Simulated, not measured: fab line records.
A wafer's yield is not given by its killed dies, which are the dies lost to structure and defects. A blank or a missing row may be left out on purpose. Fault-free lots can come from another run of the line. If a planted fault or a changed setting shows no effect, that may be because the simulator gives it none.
fab line records | flow n5Finfet
[record] lots = 4 wafers = 12 lastDay = 16
route steps=1938 shown FIN_SAQP@92 BEOL_M4@1111
lots with no fault: from the same line, run without faults
startH: start of the lot's first displayed wafer, in hours after the record's first day | waitH: how many hours have passed since the lot's step before this one | " identical to the entry in the row above | L1.1+2: several wafers, shown together as one row | - value missing, or start not given | * or withheld: withheld | < > ~ a bound
route shown NAME@n: NAME is a module with steps in the file, n the number in the route of the first one | usual: average and standard deviation across the fault-free wafers | same: alike in all rows | chamber/n: place in a boat | sites: each site's reading | _std_site: how widely they spread, as a standard deviation | _edge_site: outer sites' mean less inner sites' | radiusMm: how far each site lies from the wafer's centre | mask NAME#n: copy n | behind: the tool/chamber that last shaped the wafer | hold: why the lot was held/for how many hours/how that ended | device: transistor that didn't switch, given as n, p or np | end of line: tests of these same wafers at the route's end | a step given without rows: its recipe and nothing more | killed: the dies lost at the first sort to structure and to defects; this is not the yield of the wafer | map: a wafer's dies, x killed, . not, _ none there
set.NAME: the setting the step ran with; set.NAME@STEP: the setting that earlier step ran with | model.NAME: the simulator's own value behind a step, which no gauge read
lots at some steps of the route; a table a step, a row a wafer
services: when a tool's chamber went out of use (startH, in hours from the record's first day, below 0 if earlier), for how many hours, and the reason
[[steps]]
[step N5_FIN_SAQP_PRECLEAN_44]
[recipe] chemistry = SC2 timeS = 45 tempC = 35 mix = 1:1:50
[step N5_FIN_SAQP_SRD_01]
[recipe] dry = ipaMarangoni timeS = 30 tempC = 23 rinseLiquid = diw
[step N5_FIN_SAQP_ALD_61]
[recipe] material = SiO2 targetThkA = 40 tempC = 300 aldPrecursorFamily = BDEAS aldCoReactant = O2-plasma pulseTimeS = 1 purgeTimeS = 2 coReactantPurgeTimeS = 2 aldCycles = 43 pressureTorr = 2
[step N5_FIN_SAQP_DENSIFY_62]
[recipe] tempC = 700 timeS = 60 ambient = N2 idleTempC = 600 rampUpCPerS = 150 rampDownCPerS = 60 coolToC = 600
[step N5_FIN_SAQP_HM_DEP_03]
[recipe] material = SiNx targetThkA = 380 tempC = 400 precursor = SiH4/NH3/N2 pressureTorr = 1.5 rfW = 300 timeS = 33.6
[step N5_FIN_SAQP_PECVD_47]
[recipe] material = a-Si targetThkA = 450 tempC = 400 precursor = SiH4/He pressureTorr = 3 rfW = 100 timeS = 36.3
[step N5_FIN_SAQP_PECVD_48]
[recipe] material = SiNx targetThkA = 250 tempC = 400 precursor = SiH4/NH3/N2 pressureTorr = 1.5 rfW = 300 timeS = 22.1
[step N5_FIN_SAQP_PECVD_06]
[recipe] material = a-Si targetThkA = 600 tempC = 400 precursor = SiH4/He pressureTorr = 3 rfW = 100 timeS = 48.1
[step N5_FIN_SAQP_HM_DEP_72]
[recipe] material = SiO2 targetThkA = 120 tempC = 400 precursor = SiH4/N2O pressureTorr = 0.75 rfW = 275 timeS = 7.2
[step N5_FIN_SAQP_COAT_49]
[recipe] resist = SOC tempC = 250 timeS = 60 spinRpm = 1500 resistThkNm = 100
[step N5_FIN_SAQP_COAT_50]
[recipe] resist = SiARC tempC = 220 timeS = 60 spinRpm = 1500 resistThkNm = 35
[usual] exhaustPa = 45.1/0.84 resistLineTempC = 22.99/0.11 spinSpeedRpm = 1499.8/0.85
// columns lot.wafer tool chamber startH waitH exhaustPa resistLineTempC spinSpeedRpm model.SiARC_of_FIN_SAQP_COAT_50.thkNm
L710.2 lithoTrack-05 0 33.46 - 44.6 22.92 1499.7 34.98
L710.4 " 0 " " 45.4 23.01 1499.9 35.01
L710.6 " 0 " " 45.5 22.87 1500.0 35.02
L715.1 lithoTrack-05 0 64.14 - 45.2 23.09 1192.4 39.28
L715.2 " 0 " " 45.5 22.99 1193.1 39.29
L715.6 " 0 " " 46.6 23.03 1192.0 39.44
L716.1 lithoTrack-05 0 69.59 - 44.6 22.91 1191.9 39.31
L716.4 " 0 " " 44.4 23.06 1192.4 39.09
L716.5 " 0 " " 44.8 23.01 1191.5 39.1
L728.2 lithoTrack-02 0 141.29 - 46.4 23.03 1500.7 35.03
L728.3 " 0 " " 44.2 23.08 1499.9 35.09
L728.6 " 0 " " 45.4 22.98 1502.3 35.01
[step N5_FIN_SAQP_COAT_10]
[recipe] resist = CAR-ArF spinRpm = 1500 resistThkNm = 90
[step N5_FIN_SAQP_EBR_12]
[recipe] solvent = PGMEA ebrWidthMm = 1.5
[step N5_FIN_SAQP_SOFTBAKE_11]
[recipe] tempC = 110 timeS = 60 resist = CAR-ArF
[step N5_FIN_SAQP_EXPOSE_13]
[recipe] maskId = FIN_CORE na = 1.35 sourceShape = dipole sigmaInner = 0.538 sigmaOuter = 0.738 polarization = te targetCdNm = 35.6 doseMj = 63.25
[step N5_FIN_SAQP_PEB_14]
[recipe] pebTempC = withheld pebTimeS = 60 resist = CAR-ArF
[step N5_FIN_SAQP_DEVELOP_15]
[recipe] developTimeS = 30 developer = TMAH resist = CAR-ArF devTempC = 23 rinseLiquid = diw dry = airSpin
[step N5_FIN_SAQP_DESCUM_21]
[recipe] chemistry = O2 timeS = 7.9 sourcePowerW = 50 biasPowerW = 20 pressureMtorr = 20 rfFrequencyHz = 2.712e+07 tempC = 40 resist = CAR-ArF o2FlowSccm = 225
[step N5_FIN_SAQP_ETCH_51]
[recipe] chemistry = CF4 target = SiARC targetDepthA = 455 maskMaterial = CAR-ArF timeS = 75.8 ionEnergyEv = 80 pressureMtorr = 40 sourceW = 545 biasW = 36 Ar_flow_sccm = 100 cf4FlowSccm = 100 ends = cleared
[usual] chamberPressureMTorr = 40.00/0.057 drypumpMotorCurrentA = 5.5/0.55 etchRfOnTimeS = 76.5/2 oesProductAu = 0.67/0.077 rfVppV = 184.0/1.1 showerheadPlenumPTorr = 2.15/0.064 throttleValvePct = 15.49/0.29
// columns lot.wafer tool chamber startH waitH chamberPressureMTorr drypumpMotorCurrentA etchRfOnTimeS oesProductAu rfHoursCounterH rfVppV showerheadPlenumPTorr throttleValvePct model.etch.depthNm model.CAR-ArF_of_FIN_SAQP_COAT_10.thkNm
L710.2 rieDiel-05 3 33.96 0.0 40.01 5.4 78.5 0.61 194 184.3 2.13 15.54 34.98 50.94
L710.4 " 2 " " 39.98 5.6 77.1 0.73 - 184.6 2.18 15.40 35.01 51.01
L710.6 " 3 " " 39.97 5.4 77.6 0.61 - 184.4 2.13 15.54 35.02 50.77
L715.1 rieDiel-06 2 64.52 0.0 39.97 6.4 84.4 0.62 198 182.8 2.05 16.18 39.28 46.26
L715.2 " 0 " " 40.05 5.0 84.1 0.82 16 186.8 2.28 15.19 39.29 46.89
L715.6 " 1 " " 39.95 5.1 84.7 0.59 - 183.1 2.12 15.63 39.44 46.68
L716.1 rieDiel-06 1 70.09 0.0 40.00 5.1 82.5 0.60 214 184.9 2.12 15.63 39.31 46.94
L716.4 " 0 " " 39.99 5.0 82.3 0.82 18 188.0 2.28 15.18 39.09 47.27
L716.5 " 3 " " 39.96 6.6 87.6 0.62 - 184.0 2.22 15.83 39.1 47.35
L728.2 rieDiel-05 0 142.25 0.0 39.94 5.3 78.3 0.68 89 183.3 2.08 15.24 35.03 51.66
L728.3 " 3 " " 39.91 5.4 77.6 0.60 230 181.9 2.12 15.61 35.09 51.24
L728.6 " 2 " " 39.98 5.6 77.9 0.69 - 185.3 2.16 15.48 35.01 51.26
[step N5_FIN_SAQP_ETCH_52]
[recipe] chemistry = N2/H2 target = SOC targetDepthA = 1000 overetchA = 200 maskMaterial = SiARC tempC = 40 timeS = 150 ionEnergyEv = 200 pressureMtorr = 30 sourceW = 840 biasW = 150 n2FlowSccm = 200 h2FlowSccm = 200 ends = endPoint
[step N5_FIN_SAQP_STRIP_53]
[recipe] chemistry = N2/H2 tempC = 40 n2FlowSccm = 200 h2FlowSccm = 200 rfFrequencyHz = 6e+07
[step N5_FIN_SAQP_HM_OPEN_73]
[recipe] chemistry = CHF3/O2 target = SiO2 stopOn = a-Si targetDepthA = 120 overEtchFrac = 1.8 maskMaterial = SOC timeS = 16.8 pressureMtorr = 30 sourceW = 650 biasW = 170 Ar_flow_sccm = 200 CHF3_flow_sccm = 50 O2_flow_sccm = 5 ionEnergyEv = 200 ends = endPoint
[usual] chamberPressureMTorr = 30.003/0.025 drypumpMotorCurrentA = 5.5/0.55 oesProductAu = 0.47/0.054 rfVppV = 521/12 showerheadPlenumPTorr = 2.42/0.069 throttleValvePct = 18.69/0.28
// columns lot.wafer tool chamber startH waitH chamberPressureMTorr drypumpMotorCurrentA oesProductAu rfHoursCounterH rfVppV showerheadPlenumPTorr throttleValvePct model.SiARC_of_FIN_SAQP_COAT_50.thkNm
L710.2 rieDiel-05 3 34.13 0.0 29.972 5.4 0.42 194 524 2.41 18.77 5.709
L710.4 " 2 " " 30.006 5.6 0.51 - 528 2.46 18.71 5.423
L710.6 " 3 " " 30.075 5.4 0.43 - 526 2.41 18.78 5.694
L715.1 rieDiel-06 2 64.68 0.0 30.028 6.5 0.44 198 501 2.31 19.42 9.769
L715.2 " 0 " " 29.986 5.0 0.56 17 538 2.56 18.41 8.507
L715.6 " 1 " " 29.968 5.1 0.42 - 510 2.38 18.75 9.873
L716.1 rieDiel-06 1 70.25 0.0 29.973 5.1 0.41 215 509 2.38 18.72 9.986
L716.4 " 0 " " 30.029 5.0 0.57 18 538 2.56 18.39 8.275
L716.5 " 3 " " 29.929 6.6 0.45 - 531 2.48 18.94 10.38
L728.2 rieDiel-05 0 142.42 0.0 29.983 5.2 0.49 89 513 2.36 18.56 6.028
L728.3 " 3 " " 29.980 5.4 0.42 230 525 2.39 18.86 5.438
L728.6 " 2 " " 30.010 5.6 0.48 - 528 2.44 18.76 5.505
[step N5_FIN_SAQP_STRIP_74]
[recipe] chemistry = CHF3/O2 resist = SiARC rfFrequencyHz = 6e+07
[step N5_BEOL_M4_RC_MEAS_101]
[usual] DIBL_N = 36.5/1.4 DIBL_P = 36.6/1.9 IOFF_N = 0.167/0.029 IOFF_P = 0.21/0.033 ION_N = 674/12 ION_P = 460/8.9 SS_N = 71.6/0.57 SS_P = 73.4/0.61 VT_N = 249/3.3 VT_P = -250/3.3
// columns lot.wafer tool chamber startH waitH DIBL_N[mV/V] DIBL_P[mV/V] IOFF_N[nA/um] IOFF_P[nA/um] ION_N[uA/um] ION_P[uA/um] SS_N[mV/dec] SS_P[mV/dec] VT_N[mV] VT_P[mV]
L710.2 prober-02 0 178.52 0.2 37.4 37.6 0.212 0.22 686 465 71.4 73.6 242 -249
L710.4 " 0 " " 39.0 39.3 0.233 0.27 683 462 72.7 74.2 242 -247
L710.6 " 0 " " 35.4 35.3 0.149 0.19 661 456 71.3 73.7 250 -251
L716.1 prober-02 0 210.20 0.0 37.9 38.3 0.204 0.24 688 470 72.7 73.8 243 -248
L716.4 " 0 " " 34.2 34.0 0.130 0.18 657 453 71.4 72.8 251 -252
L716.5 " 0 " " 35.3 35.6 0.145 0.19 667 459 71.3 73.5 251 -251
L715.1 prober-01 0 210.24 0.0 36.0 36.1 0.171 0.24 676 470 72.1 74.3 247 -244
L715.2 " 0 " " 36.1 35.6 0.172 0.24 693 479 71.5 74.2 247 -244
L715.6 " 0 " " 37.0 36.8 0.190 0.28 684 479 72.0 74.0 246 -243
L728.2 prober-02 0 289.73 0.2 34.5 34.1 0.130 0.17 665 452 71.2 73.4 254 -255
L728.3 " 0 " " 34.9 34.9 0.131 0.19 664 461 70.8 73.2 257 -253
L728.6 " 0 " " 34.6 33.9 0.125 0.17 663 449 71.4 73.2 257 -255
[[services]]
// columns tool chamber startH hours kind
rieDiel-05 0 20.51 15.5 repair
lithoTrack-02 - 47.99 - consumableReplace:filter
rieDiel-05 3 54.01 8.8 repair
rieDiel-06 0 79.05 8.7 repair
lithoTrack-05 - 88.25 - consumableReplace:filter
rieDiel-05 1 129.72 - clean
rieDiel-05 1 129.72 - consumableReplace:focusRing
rieDiel-05 1 129.72 12.8 scheduledDown
rieDiel-05 1 129.72 12.8 ventCycle
[[key]]
[firstSign] step = N5_FIN_SAQP_COAT_50 reading = spinSpeedRpm direction = down sigmas = 99+ usual = * struck = *
[effect] step = N5_FIN_SAQP_ETCH_51 reading = etchRfOnTimeS direction = up sigmas = 3.9 usual = * struck = *
[modelEffect] step = N5_FIN_SAQP_COAT_50 value = SiARC_of_FIN_SAQP_COAT_50.thkNm without = 34.99 struck = 39.25
[modelEffect] step = N5_FIN_SAQP_ETCH_51 value = etch.depthNm without = 34.99 struck = 39.25
[modelEffect] step = N5_FIN_SAQP_HM_OPEN_73 value = SiARC_of_FIN_SAQP_COAT_50.thkNm without = 5.206 struck = 9.466
metAt N5_FIN_SAQP_COAT_50
struckWafers L715.1,L715.2,L715.6,L716.1,L716.4,L716.5
onsetBetween 33.46 64.14
[fault] kind = processParameterDrift tool = lithoTrack-05 chamber = - onsetH = 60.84 steps = N5_FIN_SAQP_COAT_50 channel = spinRpm offset = * shape = step endH = 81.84 actsIn = * stated = *
